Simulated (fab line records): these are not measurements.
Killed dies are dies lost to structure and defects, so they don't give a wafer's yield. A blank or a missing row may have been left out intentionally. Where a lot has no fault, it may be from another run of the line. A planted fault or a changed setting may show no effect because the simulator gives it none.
A struck lot beside a sound one | flow n5Finfet | 16 out of 1938 route steps
Sound: the wafers L527.1, L527.4, L527.5. The struck wafers were L526.2, L526.3, L526.6. The cause is named last.
Each step with rows lists, per side, the tool, then ch with its chambers, then its first start. Under that, the readings that differ: sound wafers | struck wafers | difference of the means | sigmas: that difference in standard deviations of wafers without a fault.
alike: a reading whose means differ by less than 2 such deviations, as well as words and numbers matching on both sides. not compared: withheld readings; readings where some wafer has no value; bounds like >300 that might hide an equal value; numbers whose values overlap and for which the record gives no deviation.
A row with sigmas, a row that says differs or no value, or rows on one side alone: a step with any of these is where the two part. Numbers that don't overlap but have no deviation are shown without sigmas and don't part them. A reading that every wafer of one side lacks parts them only if that side has two wafers or more.

first, 1 step without rows for these wafers: N5_BEOL_M4_STRIP_36 (strips in N2/H2).
N5_BEOL_M4_TRENCH_ETCH_37: etches SiOC in C4F6/O2, target depth 55.555 nm, time 29.2 s.
  sound: rieDiel-02 ch 1,2; struck: rieDiel-02 ch 0,2,3
  alike: drypumpMotorCurrentA, oes_f_703_au, oesProductAu, rfVppV, showerheadPlenumPTorr, throttleValvePct
  not compared: rfHoursCounterH
then, 1 step without rows for these wafers: N5_BEOL_M4_ETCH_41 (etches SiCN in CH3F/O2, target depth 29.9 nm, time 52.5 s).
N5_BEOL_M4_STRIP_97: strips in N2/H2, time 10 s.
  sound: rieDiel-02 ch 1,2; struck: rieDiel-02 ch 0,2,3
  alike: drypumpMotorCurrentA, h2FlowSccm, oesProductAu, rfVppV, showerheadPlenumPTorr, throttleValvePct
  not compared: rfHoursCounterH
N5_BEOL_M4_OCD_MEAS_38:
  struck on ocd-01, day 13 10:25; sound on ocd-02, day 12 20:46
  alike: trenchDepthNm
then, 4 steps without rows for these wafers: N5_BEOL_M4_HM_STRIP_39 (strips TiN in peroxide tin strip, target depth 25 nm, time 158 s); N5_BEOL_M4_SRD_40 (time 30 s); N5_BEOL_M4_PRECLEAN_42 (cleans in residue remover, time 60 s); N5_BEOL_M4_SRD_43 (time 30 s).
N5_BEOL_M4_CD_MEAS_35: target cd 18 nm, target cd y 22.4 nm.
  struck on cdSem-02, day 13 10:34; sound on cdSem-02, day 12 20:55
  alike: cdNm
N5_BEOL_M4_DEGAS_44: time 60 s.
  struck on pvdSputter-03, day 13 11:01; sound on pvdSputter-01, day 12 21:17
  alike: heaterPowerW
N5_BEOL_M4_PRE_CLEAN_45: time 30 s.
  struck on pvdSputter-03, day 13 11:04; sound on pvdSputter-01, day 12 21:20
  alike: heaterPowerW
N5_BEOL_M4_ALD_84: deposits TaN, pulse time 2 s, purge time 3 s, co reactant purge time 2 s.
  sound on aldMetal-04 ch 0,2,3, day 12 21:23; struck on aldMetal-04 ch 0,1,3, day 13 11:07
  no value came back on the struck wafers for aldCycles, chamberPressureTorr (Torr), heaterPowerW (W); on the sound wafers aldCycles reads 30 30 30
N5_BEOL_M4_SURFACE_TREAT_85:
  struck on pvdSputter-02, day 13 11:32; sound on pvdSputter-02, day 12 21:37
  not compared: throttleValvePct
N5_BEOL_M4_RC_MEAS_101:
  the record has rows for the sound wafers here (prober-01 ch 0, day 13 01:04) and none for the struck ones
-- a jump in the record: the struck wafers' starts before and after are 5 days apart (it breaks off in module BEOL_M4 and resumes in module PASSIVATION, where the first step shown is number 1936 of the route) --
N5_PASSIVATION_PROBE_49:
  struck on prober-01, day 18 03:07; sound on prober-02, day 17 07:17
reading                | sound          | struck            | difference | sigmas
defectLimitedYield (%) | 89.9 93.0 91.2 | 0 0 0             | -91        | -57
killed_at_M4_up        | 18 19 11       | 1091 1083 1045    | +1057      | +99 or more
killedDies             | 119 83 104     | 1180 1180 1180    | +1078      | +57
killedOnRim            | 16 13 9        | 152 152 152       | +139       | +33
sort_bin_4_leakage (%) | 0 0 0          | 91.44 90.51 87.88 | +89.94     | +99 or more
sortNPass              | 1061 1097 1076 | 0 0 0             | -1078      | -57
sortYieldPct (%)       | 89.9 93.0 91.2 | 0 0 0             | -91        | -57
  alike: killed_at_M0_to_M3, killedAtContacts, killedAtFrontEnd, killedAtOther, killedOpen, killedShort, sort_bin_5_function, sort_bin_6_memory

## WHERE THEY PART
Last at N5_PASSIVATION_PROBE_49 as far as this record goes, first at N5_BEOL_M4_ALD_84.

WHY: what the simulator had put in
Whole step skipped at N5_BEOL_M4_ALD_84 on aldMetal-04, starting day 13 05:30. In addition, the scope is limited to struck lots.
